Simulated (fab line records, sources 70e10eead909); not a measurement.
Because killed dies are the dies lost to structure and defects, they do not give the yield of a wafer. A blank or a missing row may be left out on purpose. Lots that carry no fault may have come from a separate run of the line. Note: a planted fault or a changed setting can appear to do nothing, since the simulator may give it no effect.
Struck lot and sound lot, side by side ; flow nand harc ; 15 out of 1159 route steps
Sound: these wafers, L267.1, L267.2, L267.3. Wafers struck: L270.2, L270.4, L270.6. The cause comes at the end.
Per side, at each step with rows, come the tool, then ch with its chambers, and then its first start. Under that, the readings that differ: sound wafers ; struck wafers ; difference of the means ; sigmas: that difference in standard deviations of wafers without a fault.
alike: readings whose means differ by less than 2 such deviations, and words and numbers that are the same on both sides. not compared: withheld readings, readings that some wafer has no value for, bounds like >300 that may hide the same value, and numbers for which the record gives no deviation and whose values overlap.
The two part at a step that has a row with sigmas, a row that says differs or no value, or rows on one side only. Numbers that don't overlap but have no deviation are shown without sigmas and don't part them. A reading that every wafer of one side lacks parts them only if that side has two wafers or more.

NHARC_A_SGD_CUT_ETCH_16: etches the open film in C4F8/O2/Ar, target depth 310.5 nm, time 155.2 s.
  sound on rie diel-03 ch 0,1,3; struck on rie diel-07 ch 1,2
reading;sound;struck;difference;sigmas
oes product au (a.u.);0.993 0.967 0.969;0.923 0.933 0.936;-0.046;-3
  alike: rf vpp V
  not compared: rf hours counter h
then, 1 step without rows for these wafers: NHARC_A_SGD_CUT_STRIP_60 (strips in C4F8/O2/Ar).
NHARC_A_SGD_CUT_STRIP_17: strips in O2.
  sound on rie diel-03 ch 0,2,3; struck on rie diel-07 ch 0,1,3
  alike: chamber pressure mTorr, drypump motor current A, oes product au, rf vpp V, showerhead plenum p Torr, throttle valve pct
  not compared: rf hours counter h
then, 4 steps without rows for these wafers: NHARC_A_SGD_CUT_PRECLEAN_18 (cleans in SC1); NHARC_A_SGD_CUT_SRD_19; NHARC_A_SGD_CUT_DEP_20 (deposits SiO2, target thk 150 nm); NHARC_A_SGD_CUT_ANNEAL_27 (time 1800 s).
NHARC_A_SGD_CUT_CMP_21: polishes, target thk 148.19 nm.
  sound on cmp-01 ch 1,2,3, day 16 03:30; struck on cmp-01 ch 0,2, day 17 08:03
  alike: motor current A, time to endpoint s
NHARC_A_SGD_CUT_THK_MEAS_22: measures by ellipsometry.
  sound: film metro-01 at day 16 03:46; struck: film metro-01 at day 17 08:17
  alike: thk nm
then, 2 steps without rows for these wafers: NHARC_A_SGD_CUT_SRD_23; NHARC_A_SGD_CUT_ETCH_26 (etches SiO2 in dHF, target depth 45.8 nm).
NHARC_A_SGD_CUT_ETCHBACK_24: etches the open film in CH3F/O2, target depth 50 nm, time 92.857 s.
  sound on rie diel-04 ch 0,1,2, day 16 03:59; struck on rie diel-04 ch 1,2, day 17 08:30
  alike: drypump motor current A, oes product au, rf vpp V, showerhead plenum p Torr, throttle valve pct
  not compared: rf hours counter h
NHARC_A_SGD_CUT_STRIP_28: strips in O2, time 20 s.
  sound on rie diel-04 ch 0,2,3, day 16 04:10; struck on rie diel-04 ch 0,1, day 17 08:40
  no value came back on the struck wafers for any of 8 readings (bias w (W), chamber pressure mTorr (mTorr) and others); on the sound wafers bias w (W) reads 0 0 0
NHARC_A_SGD_CUT_INSPECT_25:
  sound: defect inspect-01 at day 16 04:16; struck: defect inspect-01 at day 17 08:47
  alike: raw defect count
next, for these wafers, 1 step has no rows: NHARC_END_SORT_01.

== WHERE THEY PART ==
At NHARC_A_SGD_CUT_ETCH_16 first; at NHARC_A_SGD_CUT_STRIP_28 last (within this record only). Later steps at which nothing parts them and some readings are alike: NHARC_A_SGD_CUT_INSPECT_25.

WHY: what had been put in by the simulator
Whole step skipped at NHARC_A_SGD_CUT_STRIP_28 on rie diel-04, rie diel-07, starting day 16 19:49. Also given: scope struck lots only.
